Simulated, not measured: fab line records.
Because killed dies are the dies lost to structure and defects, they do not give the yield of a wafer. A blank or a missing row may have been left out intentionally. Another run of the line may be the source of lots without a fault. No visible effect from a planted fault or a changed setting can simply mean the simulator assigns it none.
fab line records -- flow n5-finfet -- part 2 of 2: steps 4 to 6 of 6
record lots=22, wafers=66, last-day=18
route steps=1938 shown BEOL_M5@1132
lots that met no fault: taken from a fault-free run of the same line
start-h: hours from the record's first day to the start of the lot's first wafer shown -- wait-h: hours elapsed since this lot's preceding step -- " identical to the entry in the row above -- L1.1+2: several wafers, shown together as one row -- - no value, or no start given -- * or withheld: withheld -- < > ~ a bound
route shown NAME@n: a module of which the file shows steps, and the number in the route of the first -- usual: the fault-free wafers' mean and standard deviation -- same: alike in all rows -- chamber/n: place in a boat -- sites: per-site readings -- _std_site: standard deviation of those values -- _edge_site: outer sites' mean less inner sites' -- radius-mm: for every site, how far away it sits from the centre of the wafer -- mask NAME#n: copy n -- behind: the tool/chamber that last shaped the wafer -- hold: why the lot was held/for how many hours/how that ended -- device: the n, p or np transistor that did not switch -- end of line: at the end of the route, the tests of the same wafers -- step lacking rows: just its recipe -- killed: the dies lost at the first sort to structure and to defects; this is not the yield of the wafer -- map: a wafer's dies, x killed, . not, _ none there
set.NAME: the setting that was run; set.NAME@STEP: the one run at that earlier step -- model.NAME: the simulator's own value behind a step, which no gauge read
steps of the route over a sample of lots; a table a step, a row a wafer
services: from which hour (start-h, from the record's first day; less than 0 if before it) a tool's chamber was out of use, for how many hours, and why
## steps
# step N5_BEOL_M5_STRIP_36
# recipe chemistry=N2/H2, power-w=450, temp-c=40, pressure-mtorr=20, rf-frequency-hz=6e+07, overash-fraction=0.3, bias-power-w=7, h2-frac=0.5, n2-flow-sccm=200, h2-flow-sccm=200
# usual drypump-motor-current-A=5.8/0.43, oes-product-au=0.79/0.095, rf-vpp-V=59.1/1.4, showerhead-plenum-p-Torr=2.49/0.085, temp-c=40.01/0.12, throttle-valve-pct=23.5/0.33
lot.wafer,tool,chamber,start-h,wait-h,drypump-motor-current-A,oes-product-au,rf-hours-counter-h,rf-vpp-V,showerhead-plenum-p-Torr,temp-c,throttle-valve-pct
L074.1,rie-diel-02,0,166.12,0.0,5.7,0.74,140,59.8,2.54,40.07,23.9
L074.4,rie-diel-02,0,166.12,0.0,5.7,0.75,-,59.9,2.54,39.90,23.9
L074.5,rie-diel-02,1,166.12,0.0,5.7,0.78,-,57.0,2.34,40.11,23.1
L075.2,rie-diel-04,3,172.91,0.0,5.8,0.73,211,60.3,2.51,40.05,23.9
L075.4,rie-diel-04,1,172.91,0.0,6.1,0.76,156,60.3,2.65,40.16,23.5
L075.6,rie-diel-04,0,172.91,0.0,5.6,0.69,-,59.5,2.52,39.98,23.8
L076.1,rie-diel-04,1,183.76,0.0,6.1,0.75,158,60.7,2.65,40.13,23.6
L076.2,rie-diel-04,0,183.76,0.0,5.6,0.70,202,59.6,2.52,40.01,23.8
L076.4,rie-diel-04,2,183.76,0.0,5.7,0.65,250,60.7,2.49,40.16,23.8
L077.1,rie-diel-02,0,184.60,0.0,5.7,0.74,147,58.7,2.54,40.07,24.0
L077.2,rie-diel-02,1,184.60,0.0,5.7,0.76,138,58.3,2.34,40.07,23.1
L077.5,rie-diel-02,0,184.60,0.0,5.7,0.74,-,58.9,2.54,40.12,23.9
L078.2,rie-diel-02,0,194.87,0.0,5.7,0.74,151,56.1,2.54,40.06,23.9
L078.4,rie-diel-02,2,194.87,0.0,5.2,0.96,5,60.3,2.48,39.90,23.0
L078.6,rie-diel-02,3,194.87,0.0,6.3,0.98,-,58.3,2.60,39.90,23.3
L079.3,rie-diel-02,1,197.70,0.0,5.7,0.76,143,57.0,2.34,39.88,23.1
L079.4,rie-diel-02,2,197.70,0.0,5.1,0.96,6,60.0,2.48,39.85,23.0
L079.6,rie-diel-02,3,197.70,0.0,6.3,0.98,-,57.6,2.60,39.75,23.3
L080.3,rie-diel-02,3,204.03,0.0,6.3,0.96,4,60.5,2.60,40.04,23.3
L080.5,rie-diel-02,3,204.03,0.0,6.2,0.95,-,57.7,2.60,39.94,23.3
L080.6,rie-diel-02,0,204.03,0.0,5.6,0.74,-,60.1,2.54,39.68,23.9
L081.2,rie-diel-02,3,213.70,0.0,6.3,0.95,7,58.5,2.60,39.84,23.3
L081.3,rie-diel-02,1,213.70,0.0,5.7,0.75,148,57.7,2.33,40.00,23.1
L081.4,rie-diel-02,2,213.70,0.0,5.2,0.95,11,57.1,2.48,40.01,23.0
L082.2,rie-diel-04,0,221.91,0.0,5.6,0.68,216,57.5,2.51,39.89,23.9
L082.4,rie-diel-04,2,221.91,0.0,5.7,0.95,5,57.1,2.49,39.88,23.5
L082.6,rie-diel-04,0,221.91,0.0,5.6,0.69,-,60.1,2.51,39.95,23.8
L083.1,rie-diel-03,1,222.80,0.0,4.7,0.97,8,59.0,2.59,40.01,23.3
L083.2,rie-diel-03,0,222.80,0.0,6.1,0.75,190,57.3,2.42,39.95,23.5
L083.3,rie-diel-03,2,222.80,0.0,6.2,0.72,178,60.7,2.43,39.90,23.9
L084.2,rie-diel-03,1,232.29,0.0,4.8,0.95,11,59.2,2.59,39.99,23.3
L084.4,rie-diel-03,0,232.29,0.0,6.1,0.75,194,56.7,2.41,40.18,23.5
L084.5,rie-diel-03,0,232.29,0.0,6.1,0.75,-,61.0,2.41,40.18,23.5
L085.1,rie-diel-04,2,241.48,0.0,5.7,0.94,12,59.3,2.49,40.13,23.5
L085.3,rie-diel-04,1,241.48,0.0,6.1,0.75,177,59.1,2.64,40.02,23.6
L085.5,rie-diel-04,3,241.48,0.0,5.8,0.71,-,60.8,2.50,39.99,23.9
L086.2,rie-diel-04,1,243.48,0.0,6.1,0.74,178,58.8,2.64,39.83,23.5
L086.3,rie-diel-04,0,243.48,0.0,5.6,0.69,223,57.8,2.51,40.10,23.9
L086.6,rie-diel-04,2,243.48,0.0,5.7,0.93,-,57.7,2.49,39.94,23.5
L087.1,rie-diel-03,2,247.21,0.0,6.2,0.73,186,59.1,2.43,39.95,23.9
L087.3,rie-diel-03,0,247.21,0.0,6.1,0.74,198,58.5,2.41,40.13,23.5
L087.6,rie-diel-03,2,247.21,0.0,6.2,0.73,-,61.3,2.43,39.90,23.9
L089.1,rie-diel-03,2,260.05,0.0,6.2,0.72,190,58.7,2.42,39.97,23.9
L089.5,rie-diel-03,3,260.05,0.0,6.2,0.78,-,58.0,2.44,39.97,23.7
L089.6,rie-diel-03,2,260.05,0.0,6.2,0.71,-,57.4,2.42,40.00,23.9
L090.1,rie-diel-04,2,265.73,0.0,5.7,0.92,20,57.9,2.48,40.02,23.5
L090.3,rie-diel-04,0,265.73,0.0,5.6,0.68,231,56.4,2.50,40.13,23.9
L090.4,rie-diel-04,1,265.73,0.0,6.1,0.71,-,57.6,2.64,40.02,23.6
L091.2,rie-diel-02,3,285.09,0.0,6.3,0.90,24,60.8,2.59,40.03,23.3
L091.5,rie-diel-02,2,285.09,0.0,5.2,0.90,-,60.2,2.47,39.83,23.0
L091.6,rie-diel-02,1,285.09,0.0,5.7,0.73,-,60.7,2.33,39.96,23.1
L092.1,rie-diel-03,0,286.28,0.0,6.1,0.74,212,60.2,2.41,40.04,23.5
L092.2,rie-diel-03,1,286.28,0.0,4.7,0.89,31,58.1,2.58,39.96,23.3
L092.4,rie-diel-03,2,286.28,0.0,6.2,0.71,201,58.7,2.42,40.19,23.9
L094.1,rie-diel-02,3,291.53,0.0,6.3,0.89,27,59.3,2.59,40.26,23.3
L094.5,rie-diel-02,2,291.53,0.0,5.2,0.88,-,57.1,2.47,40.12,23.0
L094.6,rie-diel-02,3,291.53,0.0,6.3,0.89,-,61.5,2.59,40.11,23.4
L095.3,rie-diel-02,2,292.22,0.0,5.2,0.90,31,62.1,2.47,40.15,23.0
L095.4,rie-diel-02,3,292.22,0.0,6.3,0.90,27,56.5,2.59,39.82,23.3
L095.6,rie-diel-02,1,292.22,0.0,5.7,0.75,-,58.0,2.33,40.08,23.1
L096.1,rie-diel-02,0,314.49,0.0,5.7,0.72,183,61.7,2.52,40.13,24.0
L096.4,rie-diel-02,3,314.49,0.0,6.3,0.88,-,60.2,2.59,40.03,23.3
L096.5,rie-diel-02,2,314.49,0.0,5.2,0.87,-,58.6,2.47,40.05,23.0
L097.1,rie-diel-03,0,324.31,0.0,6.1,0.73,223,57.0,2.40,40.06,23.5
L097.3,rie-diel-03,2,324.31,0.0,6.2,0.70,212,58.6,2.41,40.01,23.9
L097.5,rie-diel-03,1,324.31,0.0,4.7,0.88,-,60.1,2.57,40.24,23.3
# step N5_BEOL_M5_ANNEAL_51
# recipe temp-c=225, time-s=90, ambient=N2
# usual wafer_temp_C_max=225.65/0.2
lot.wafer,tool,chamber,start-h,wait-h,wafer_temp_C_max
L074.1,rtp-anneal-02,0,175.09,3.2,225.55
L074.4,rtp-anneal-02,0,175.09,3.2,225.75
L074.5,rtp-anneal-02,0,175.09,3.2,226.08
L075.2,rtp-anneal-02,0,182.22,3.0,226.03
L075.4,rtp-anneal-02,0,182.22,3.0,225.75
L075.6,rtp-anneal-02,0,182.22,3.0,225.71
L076.1,rtp-anneal-02,0,192.10,2.6,225.44
L076.2,rtp-anneal-02,0,192.10,2.6,225.80
L076.4,rtp-anneal-02,0,192.10,2.6,225.50
L077.1,rtp-anneal-02,0,192.91,2.2,225.46
L077.2,rtp-anneal-02,0,192.91,2.2,225.96
L077.5,rtp-anneal-02,0,192.91,2.2,225.30
L078.2,rtp-anneal-02,0,204.87,4.2,226.04
L078.4,rtp-anneal-02,0,204.87,4.2,225.63
L078.6,rtp-anneal-02,0,204.87,4.2,225.64
L079.3,rtp-anneal-02,0,206.26,2.6,225.73
L079.4,rtp-anneal-02,0,206.26,2.6,225.92
L079.6,rtp-anneal-02,0,206.26,2.6,226.12
L080.3,rtp-anneal-02,0,216.16,4.7,225.55
L080.5,rtp-anneal-02,0,216.16,4.7,225.70
L080.6,rtp-anneal-02,0,216.16,4.7,225.40
L081.2,rtp-anneal-02,0,222.24,2.6,225.55
L081.3,rtp-anneal-02,0,222.24,2.6,225.73
L081.4,rtp-anneal-02,0,222.24,2.6,225.77
L082.2,rtp-anneal-02,0,227.77,0.1,225.69
L082.4,rtp-anneal-02,0,227.77,0.1,225.87
L082.6,rtp-anneal-02,0,227.77,0.1,225.77
L083.1,rtp-anneal-02,0,230.00,0.1,225.76
L083.2,rtp-anneal-02,0,230.00,0.1,225.70
L083.3,rtp-anneal-02,0,230.00,0.1,225.69
L084.2,rtp-anneal-01,0,238.44,0.1,225.27
L084.4,rtp-anneal-01,0,238.44,0.1,225.39
L084.5,rtp-anneal-01,0,238.44,0.1,225.18
L085.1,rtp-anneal-01,0,247.46,0.1,225.53
L085.3,rtp-anneal-01,0,247.46,0.1,225.57
L085.5,rtp-anneal-01,0,247.46,0.1,225.43
L086.2,rtp-anneal-01,0,251.46,0.2,225.50
L086.3,rtp-anneal-01,0,251.46,0.2,225.50
L086.6,rtp-anneal-01,0,251.46,0.2,225.50
L087.1,rtp-anneal-01,0,253.83,0.1,225.47
L087.3,rtp-anneal-01,0,253.83,0.1,225.66
L087.6,rtp-anneal-01,0,253.83,0.1,225.62
L089.1,rtp-anneal-02,0,266.55,0.6,225.73
L089.5,rtp-anneal-02,0,266.55,0.6,225.91
L089.6,rtp-anneal-02,0,266.55,0.6,225.88
L090.1,rtp-anneal-02,0,272.30,0.3,225.73
L090.3,rtp-anneal-02,0,272.30,0.3,225.90
L090.4,rtp-anneal-02,0,272.30,0.3,225.61
L091.2,rtp-anneal-01,0,293.97,0.3,225.61
L091.5,rtp-anneal-01,0,293.97,0.3,225.67
L091.6,rtp-anneal-01,0,293.97,0.3,225.71
L092.1,rtp-anneal-01,0,295.86,0.8,225.62
L092.2,rtp-anneal-01,0,295.86,0.8,225.77
L092.4,rtp-anneal-01,0,295.86,0.8,225.72
L094.1,rtp-anneal-02,0,297.88,0.1,225.81
L094.5,rtp-anneal-02,0,297.88,0.1,225.54
L094.6,rtp-anneal-02,0,297.88,0.1,226.36
L095.3,rtp-anneal-01,0,299.76,0.3,225.47
L095.4,rtp-anneal-01,0,299.76,0.3,225.46
L095.6,rtp-anneal-01,0,299.76,0.3,225.61
L096.1,rtp-anneal-02,0,321.70,0.1,225.78
L096.4,rtp-anneal-02,0,321.70,0.1,225.73
L096.5,rtp-anneal-02,0,321.70,0.1,225.72
L097.1,rtp-anneal-01,0,331.76,0.1,225.47
L097.3,rtp-anneal-01,0,331.76,0.1,225.59
L097.5,rtp-anneal-01,0,331.76,0.1,225.37
# step N5_BEOL_M5_DEP_56
# recipe material=SiCN, target-thk-a=80, temp-c=withheld, precursor=3MS/NH3, pressure-torr=3, rf-w=202, time-s=14
# usual rf-fwd-power-W=199.7/0.8, showerhead-plenum-p-Torr=3.661/0.016, throttle-valve-pct=9.0/0.49
lot.wafer,tool,chamber,start-h,wait-h,rf-fwd-power-W,showerhead-plenum-p-Torr,throttle-valve-pct
L074.1,pecvd-04,0,175.88,0.0,199.2,3.647,8.8
L074.4,pecvd-04,2,175.88,0.0,199.4,3.679,9.1
L074.5,pecvd-04,0,175.88,0.0,199.8,3.652,8.9
L075.2,pecvd-04,1,182.97,0.0,200.1,3.641,9.3
L075.4,pecvd-04,0,182.97,0.0,199.3,3.651,8.6
L075.6,pecvd-04,1,182.97,0.0,199.8,3.634,9.2
L076.1,pecvd-04,2,192.90,0.0,199.2,3.680,9.2
L076.2,pecvd-04,1,192.90,0.0,199.5,3.648,9.1
L076.4,pecvd-04,1,192.90,0.0,198.6,3.642,9.3
L077.1,pecvd-01,2,193.70,0.0,199.6,3.673,9.1
L077.2,pecvd-01,0,193.70,0.0,199.1,3.684,9.7
L077.5,pecvd-01,2,193.70,0.0,200.0,3.669,8.7
L078.2,pecvd-03,1,205.73,0.0,199.9,3.679,8.6
L078.4,pecvd-03,2,205.73,0.0,200.1,3.652,9.0
L078.6,pecvd-03,0,205.73,0.0,200.1,3.656,9.6
L079.3,pecvd-03,2,207.28,0.0,200.7,3.645,8.9
L079.4,pecvd-03,2,207.28,0.0,199.8,3.652,8.8
L079.6,pecvd-03,0,207.28,0.0,198.7,3.664,9.5
L080.3,pecvd-04,0,216.96,0.0,198.7,3.654,8.6
L080.5,pecvd-04,0,216.96,0.0,199.1,3.664,8.9
L080.6,pecvd-04,1,216.96,0.0,199.7,3.634,9.2
L081.2,pecvd-04,1,222.99,0.0,200.3,3.643,9.4
L081.3,pecvd-04,1,222.99,0.0,200.5,3.633,9.0
L081.4,pecvd-04,0,222.99,0.0,198.5,3.647,8.8
L082.2,pecvd-03,1,228.64,0.0,201.2,3.675,8.4
L082.4,pecvd-03,2,228.64,0.0,200.0,3.656,9.3
L082.6,pecvd-03,0,228.64,0.0,199.8,3.663,9.7
L083.1,pecvd-03,1,230.78,0.0,199.7,3.675,8.9
L083.2,pecvd-03,2,230.78,0.0,199.7,3.633,8.7
L083.3,pecvd-03,0,230.78,0.0,201.6,3.654,9.4
L084.2,pecvd-04,1,239.18,0.0,200.0,3.637,8.8
L084.4,pecvd-04,0,239.18,0.0,200.4,3.658,8.8
L084.5,pecvd-04,1,239.18,0.0,198.6,3.646,9.1
L085.1,pecvd-03,2,248.24,0.0,200.1,3.649,8.8
L085.3,pecvd-03,1,248.24,0.0,201.6,3.686,9.0
L085.5,pecvd-03,1,248.24,0.0,200.6,3.678,8.8
L086.2,pecvd-01,1,253.00,0.0,200.0,3.669,8.8
L086.3,pecvd-01,0,253.00,0.0,198.4,3.671,9.8
L086.6,pecvd-01,2,253.00,0.0,200.5,3.681,8.6
L087.1,pecvd-03,2,254.84,0.0,199.7,3.631,8.9
L087.3,pecvd-03,1,254.84,0.0,200.3,3.673,9.1
L087.6,pecvd-03,1,254.84,0.0,199.7,3.676,9.0
L089.1,pecvd-03,1,267.35,0.0,200.0,3.681,8.8
L089.5,pecvd-03,0,267.35,0.0,200.4,3.656,9.6
L089.6,pecvd-03,1,267.35,0.0,200.4,3.678,9.0
L090.1,pecvd-04,1,273.10,0.0,199.6,3.638,9.2
L090.3,pecvd-04,1,273.10,0.0,199.7,3.645,9.2
L090.4,pecvd-04,2,273.10,0.0,199.0,3.678,7.8
L091.2,pecvd-04,1,294.94,0.0,200.2,3.643,9.3
L091.5,pecvd-04,1,294.94,0.0,199.7,3.645,9.3
L091.6,pecvd-04,0,294.94,0.0,198.8,3.655,8.7
L092.1,pecvd-01,1,296.92,0.0,200.7,3.655,8.7
L092.2,pecvd-01,0,296.92,0.0,198.0,3.672,9.9
L092.4,pecvd-01,0,296.92,0.0,198.8,3.666,9.8
L094.1,pecvd-03,0,298.67,0.0,200.0,3.658,10.0
L094.5,pecvd-03,1,298.67,0.0,199.6,3.683,9.1
L094.6,pecvd-03,0,298.67,0.0,200.2,3.662,9.6
L095.3,pecvd-03,1,300.45,0.0,198.8,3.673,8.9
L095.4,pecvd-03,0,300.45,0.0,201.2,3.658,9.5
L095.6,pecvd-03,1,300.45,0.0,200.1,3.688,8.7
L096.1,pecvd-03,1,322.50,0.0,200.2,3.688,9.0
L096.4,pecvd-03,1,322.50,0.0,200.8,3.680,8.8
L096.5,pecvd-03,2,322.50,0.0,199.1,3.647,9.2
L097.1,pecvd-01,2,332.81,0.0,199.4,3.663,8.8
L097.3,pecvd-01,1,332.81,0.0,199.3,3.656,8.6
L097.5,pecvd-01,2,332.81,0.0,200.4,3.662,9.3
## services
tool,chamber,start-h,hours,kind
rie-diel-02,2,143.09,-,clean
rie-diel-02,2,143.09,-,consumable-replace:focus-ring
rie-diel-02,2,143.09,35.0,scheduled-down
rie-diel-02,2,143.09,35.0,vent-cycle
pecvd-01,1,148.27,5.6,repair
pecvd-03,-,152.71,6.0,pm
rie-diel-03,1,170.57,-,clean
rie-diel-03,1,170.57,-,consumable-replace:focus-ring
pecvd-04,-,177.19,2.8,pm
rie-diel-02,3,178.06,-,clean
rie-diel-02,3,178.06,-,consumable-replace:focus-ring
rie-diel-02,3,178.06,12.3,scheduled-down
rie-diel-02,3,178.06,12.3,vent-cycle
pecvd-03,1,193.72,6.0,repair
pecvd-04,-,194.54,2.1,repair
rie-diel-04,2,250.08,2.5,repair
rie-diel-04,3,257.50,8.1,repair
pecvd-04,0,258.64,22.5,repair
rtp-anneal-02,-,260.73,4.3,pm
rie-diel-02,-,270.26,14.6,pm
rie-diel-02,-,289.47,0.3,repair
rtp-anneal-02,-,293.34,3.0,pm
pecvd-04,0,298.85,17.7,repair
pecvd-04,-,321.96,2.3,repair
